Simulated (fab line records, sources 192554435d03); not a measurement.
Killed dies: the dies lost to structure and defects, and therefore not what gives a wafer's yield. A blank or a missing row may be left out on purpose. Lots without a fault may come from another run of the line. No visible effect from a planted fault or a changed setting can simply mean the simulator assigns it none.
Chamber matching || flow n5Finfet || rieDiel-06 running N5_BEOL_M2_ETCH_77: 4 sister chambers
The step etches underlayer in N2/H2, target depth 6.5 nm, time 5.2 s. 14 wafers are shown with their chamber, then 7 later ones without.

## WAFERS WITH THEIR CHAMBER
{"wafer": "L788.3", "chamber": 2, "showerheadPlenumPTorr (Torr)": 2.63, "throttleValvePct (%)": 18.2, "etchRfOnTimeS (s)": 5.49}
{"wafer": "L788.4", "chamber": 1, "showerheadPlenumPTorr (Torr)": 2.42, "throttleValvePct (%)": 18.3, "etchRfOnTimeS (s)": 5.25}
{"wafer": "L788.6", "chamber": 1, "showerheadPlenumPTorr (Torr)": 2.42, "throttleValvePct (%)": 18.3, "etchRfOnTimeS (s)": 5.32}
{"wafer": "L791.1", "chamber": 3, "showerheadPlenumPTorr (Torr)": 2.44, "throttleValvePct (%)": 17.5, "etchRfOnTimeS (s)": 5.30}
{"wafer": "L791.3", "chamber": 2, "showerheadPlenumPTorr (Torr)": 2.62, "throttleValvePct (%)": 18.3, "etchRfOnTimeS (s)": 5.51}
{"wafer": "L791.6", "chamber": 1, "showerheadPlenumPTorr (Torr)": 2.42, "throttleValvePct (%)": 18.3, "etchRfOnTimeS (s)": 5.27}
{"wafer": "L800.4", "chamber": 3, "showerheadPlenumPTorr (Torr)": 2.43, "throttleValvePct (%)": 17.5, "etchRfOnTimeS (s)": 5.29}
{"wafer": "L800.5", "chamber": 2, "showerheadPlenumPTorr (Torr)": 2.62, "throttleValvePct (%)": 18.3, "etchRfOnTimeS (s)": 5.50}
{"wafer": "L800.6", "chamber": 3, "showerheadPlenumPTorr (Torr)": 2.43, "throttleValvePct (%)": 17.6, "etchRfOnTimeS (s)": 5.33}
{"wafer": "L801.1", "chamber": 2, "showerheadPlenumPTorr (Torr)": 2.61, "throttleValvePct (%)": 18.3, "etchRfOnTimeS (s)": 5.48}
{"wafer": "L801.3", "chamber": 0, "showerheadPlenumPTorr (Torr)": 2.40, "throttleValvePct (%)": 18.2, "etchRfOnTimeS (s)": 5.29}
{"wafer": "L801.5", "chamber": 0, "showerheadPlenumPTorr (Torr)": 2.40, "throttleValvePct (%)": 18.2, "etchRfOnTimeS (s)": 5.26}
{"wafer": "L804.2", "chamber": 1, "showerheadPlenumPTorr (Torr)": 2.41, "throttleValvePct (%)": 18.3, "etchRfOnTimeS (s)": 5.28}
{"wafer": "L804.5", "chamber": 2, "showerheadPlenumPTorr (Torr)": 2.61, "throttleValvePct (%)": 18.3, "etchRfOnTimeS (s)": 5.62}

SIGNATURES (averages over the wafers above)
{"reading": "showerheadPlenumPTorr", "chamber 0": 2.4000, "chamber 1": 2.4175, "chamber 2": 2.6180, "chamber 3": 2.4333, "scatter within a chamber": 0.00649}
{"reading": "throttleValvePct", "chamber 0": 18.200, "chamber 1": 18.300, "chamber 2": 18.280, "chamber 3": 17.533, "scatter within a chamber": 0.0383}
{"reading": "etchRfOnTimeS", "chamber 0": 5.2750, "chamber 1": 5.2800, "chamber 2": 5.5200, "chamber 3": 5.3067, "scatter within a chamber": 0.0411}
Rule: for a wafer and a chamber, the distance is found by dividing, reading by reading, the gap between the wafer's reading and the chamber's mean by the reading's scatter, squaring, summing and taking the root. If the next closest chamber is less than 2 further off than the closest, the wafer can't be placed; otherwise it belongs to the closest. The scatter: the root of (the sum of the squares of (reading less its chamber's mean) over the shown wafers, divided by (wafers less chambers)).

## WAFERS WITH NO CHAMBER GIVEN
{"wafer": "L804.6", "showerheadPlenumPTorr (Torr)": 2.43, "throttleValvePct (%)": 17.5, "etchRfOnTimeS (s)": 5.41}
{"wafer": "L807.2", "showerheadPlenumPTorr (Torr)": 2.40, "throttleValvePct (%)": 18.2, "etchRfOnTimeS (s)": 5.31}
{"wafer": "L807.4", "showerheadPlenumPTorr (Torr)": 2.61, "throttleValvePct (%)": 18.3, "etchRfOnTimeS (s)": 5.52}
{"wafer": "L807.6", "showerheadPlenumPTorr (Torr)": 2.43, "throttleValvePct (%)": 17.6, "etchRfOnTimeS (s)": 5.37}
{"wafer": "L808.1", "showerheadPlenumPTorr (Torr)": 2.43, "throttleValvePct (%)": 17.6, "etchRfOnTimeS (s)": 5.27}
{"wafer": "L808.5", "showerheadPlenumPTorr (Torr)": 2.61, "throttleValvePct (%)": 18.3, "etchRfOnTimeS (s)": 5.43}
{"wafer": "L808.6", "showerheadPlenumPTorr (Torr)": 2.41, "throttleValvePct (%)": 18.4, "etchRfOnTimeS (s)": 5.23}

## WHICH CHAMBER EACH WENT THROUGH
{"wafer": "L804.6", "from the rows above": 3, "in truth": 3}
{"wafer": "L807.2", "from the rows above": 0, "in truth": 0}
{"wafer": "L807.4", "from the rows above": 2, "in truth": 2}
{"wafer": "L807.6", "from the rows above": 3, "in truth": 3}
{"wafer": "L808.1", "from the rows above": 3, "in truth": 3}
{"wafer": "L808.5", "from the rows above": 2, "in truth": 2}
{"wafer": "L808.6", "from the rows above": 1, "in truth": 1}
Placed correctly: 7 of 7. From these rows, 0 cannot be placed. Placed wrongly: 0.
